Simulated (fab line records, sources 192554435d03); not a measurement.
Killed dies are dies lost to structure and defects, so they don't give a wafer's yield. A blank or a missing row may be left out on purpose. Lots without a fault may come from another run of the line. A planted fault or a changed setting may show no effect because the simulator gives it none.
A struck lot beside a sound one | flow n5_finfet | 40 steps out of a route of 1938
Sound: wafers L826.1, L826.2, L826.4. Struck: wafers L835.1, L835.2, L835.6. The cause comes at the end.
At each step with rows: each side's tool, then ch and its chambers, then its first start. Under that, the readings that differ: sound wafers | struck wafers | difference of the means | sigmas: that difference in standard deviations of wafers without a fault.
alike: readings whose means differ by less than 2 such deviations, and words and numbers that are the same on both sides. not compared: withheld readings, readings that some wafer has no value for, bounds like >300 that may hide the same value, and numbers for which the record gives no deviation and whose values overlap.
The two part at a step that has a row with sigmas, a row that says differs or no value, or rows on one side only. Numbers that don't overlap but have no deviation are shown without sigmas and don't part them. A reading that every wafer of one side lacks parts them only if that side has two wafers or more.

first, 11 steps without rows for these wafers: N5_MOL_CONTACT_COAG_DESCUM_13 (chemistry O2, time 7 s); N5_MOL_CONTACT_COAG_ETCH_59 (etches underlayer in N2/H2, target depth 13 nm, time 10.4 s); N5_MOL_CONTACT_COAG_ETCH_105 (etches SiARC in CF4, target depth 15.6 nm, time 26 s); N5_MOL_CONTACT_COAG_ETCH_106 (etches SOC in N2/H2, target depth 80 nm, overetch 16 nm, time 120 s); N5_MOL_CONTACT_COAG_STRIP_107 (strips in N2/H2); N5_MOL_CONTACT_COAG_STRIP_108 (strips in N2/H2); N5_MOL_CONTACT_COAG_CONTACT_ETCH_14 (etches SiO2 in C4F6/O2, target depth 27.5 nm, overetch 8.5 nm, time 20 s); N5_MOL_CONTACT_COAG_STRIP_109 (strips in C4F6/O2); N5_MOL_CONTACT_COAG_ETCH_15 (etches SiNx in CH3F/O2, stops on Si:P, target depth 7 nm); N5_MOL_CONTACT_COAG_ETCH_110 (etches Si in CF4/O2, target depth 2.5 nm, time 8 s); N5_MOL_CONTACT_COAG_STRIP_98 (strips in N2/H2).
N5_MOL_CONTACT_COAG_IMPLANT_129:
  sound on implanter-01 ch 0, day 6 11:36; struck on implanter-01 ch 0, day 8 15:05
  reading                   | sound                | struck               | difference | sigmas
  beam_energy_keV           | 3.0013 3.0013 2.9997 | 0.6484 0.6472 0.6476 | -2.3530    | -99 or more
  model.implant.rp_nm (nm)  | 6.072 6.072 6.072    | 2.753 2.753 2.753    | -3.319     |
  model.implant.drp_nm (nm) | 2.134 2.134 2.134    | 1 1 1                | -1         |
then, 26 steps without rows for these wafers: N5_MOL_CONTACT_COAG_PRECLEAN_111 (cleans in NF3:NH3, afs cycles 1, time 20 s, sublimation time 60 s); N5_MOL_CONTACT_COAG_TI_SIL_19 (material Ti, target thk 4.2 nm, time 15 s); N5_MOL_CONTACT_COAG_ALD_20 (deposits TiN, target thk 1.5 nm, pulse time 1 s, purge time 3 s); N5_MOL_CONTACT_COAG_SIL_ANNEAL_21 (time 60 s); N5_MOL_CONTACT_COAG_PRE_CLEAN_141 (time 60 s); N5_MOL_CONTACT_COAG_SPUTTER_143 (material Co, target thk 2.5 nm); N5_MOL_CONTACT_COAG_CO_FILL_22 (material Co, precursor CCTBA/H2, target thk 20 nm); N5_MOL_CONTACT_COAG_ANNEAL_113 (time 300 s); N5_MOL_CONTACT_COAG_PRE_CLEAN_142 (time 60 s); N5_MOL_CONTACT_COAG_SPUTTER_130 (material Co, target thk 47.5 nm); N5_MOL_CONTACT_COAG_PRECLEAN_125 (cleans in DIW, time 57.5 s); N5_MOL_CONTACT_COAG_SRD_126 (dry time 32 s); N5_MOL_CONTACT_COAG_CMP_23 (polishes, stops on SiO2, t overpolish 1.5 s, target thk 0 nm); N5_MOL_CONTACT_COAG_WET_ETCH_26 (target Co, target depth 13 nm); N5_MOL_CONTACT_COAG_WET_ETCH_116 (etches the open film in SC1-inhibited, target depth 4.6 nm, rinse time 30 s); N5_MOL_CONTACT_COAG_ALD_27 (deposits SiOC, target thk 17 nm, pulse time 1.5 s, time 2720 s); N5_MOL_CONTACT_COAG_CMP_28 (polishes, stops on SiNx, t overpolish 0.85 s, target thk 14.522 nm); N5_MOL_CONTACT_COAG_ALD_123 (deposits SiNx, target thk 5 nm, pulse time 1 s, purge time 2 s); N5_MOL_CONTACT_COAG_PECVD_31 (deposits SiO2 from TEOS/O2, target thk 46 nm, time 8.9 s); N5_MOL_CONTACT_COAG_COAT_75 (time 60 s, resist thk 60 nm); N5_MOL_CONTACT_COAG_COAT_76 (time 60 s, resist thk 10 nm); N5_MOL_CONTACT_COAG_COAT_77 (time 60 s, resist thk 10 nm); N5_MOL_CONTACT_COAG_COAT_78 (resist thk 40 nm); N5_MOL_CONTACT_COAG_EBR_80; N5_MOL_CONTACT_COAG_SOFTBAKE_79 (time 60 s); N5_MOL_CONTACT_COAG_EXPOSE_81 (exposes mask VG, defocus 0 nm).
-- the record jumps here: 4 days lie between the struck wafers' starts before and after (it left off in module MOL_CONTACT_COAG and takes up again in module BEOL_M4, whose first step shown is number 1111 of the route) --
N5_BEOL_M4_RC_MEAS_101:
  sound on prober-01 ch 0, day 10 20:51; struck on prober-01 ch 0, day 13 03:00
  reading             | sound          | struck            | difference | sigmas
  ION_N (uA/um)       | 678 703 682    | 657 647 643       | -39        | -3
  RC_DENSE_N (ohm.um) | 18.4 18.7 19.5 | 35.5 35.7 34.4    | +16.3      | +32
  RC_DENSE_P (ohm.um) | 23.1 23.4 24.7 | 44.3 44.1 43.0    | +20.1      | +32
  RC_N (ohm.um)       | 15.1 15.3 16.1 | 28.9 29.2 28.2    | +13.3      | +32
  RC_P (ohm.um)       | 18.9 19.2 20.0 | 35.7 36.5 35.3    | +16.5      | +34
  REXT_N (ohm.um)     | 74.7 75.1 75.5 | 87.9 88.9 86.3    | +12.6      | +7
  REXT_P (ohm.um)     | 97.2 97.6 98.5 | 118.5 117.1 116.9 | +19.7      | +9
  alike: DIBL_N, DIBL_P, IOFF_N, IOFF_P, ION_P, SS_N, SS_P, VT_N, VT_P
N5_PASSIVATION_PROBE_49:
  the record has rows for the sound wafers here (prober-01, day 15 20:47) and none for the struck ones

WHERE THEY PART
First at N5_MOL_CONTACT_COAG_IMPLANT_129; last, within this record, at N5_PASSIVATION_PROBE_49.

WHY: what the simulator had put in
Process parameter drift: implanter-01, from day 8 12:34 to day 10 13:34, at N5_MOL_CONTACT_COAG_IMPLANT_129. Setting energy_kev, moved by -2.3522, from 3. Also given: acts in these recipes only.
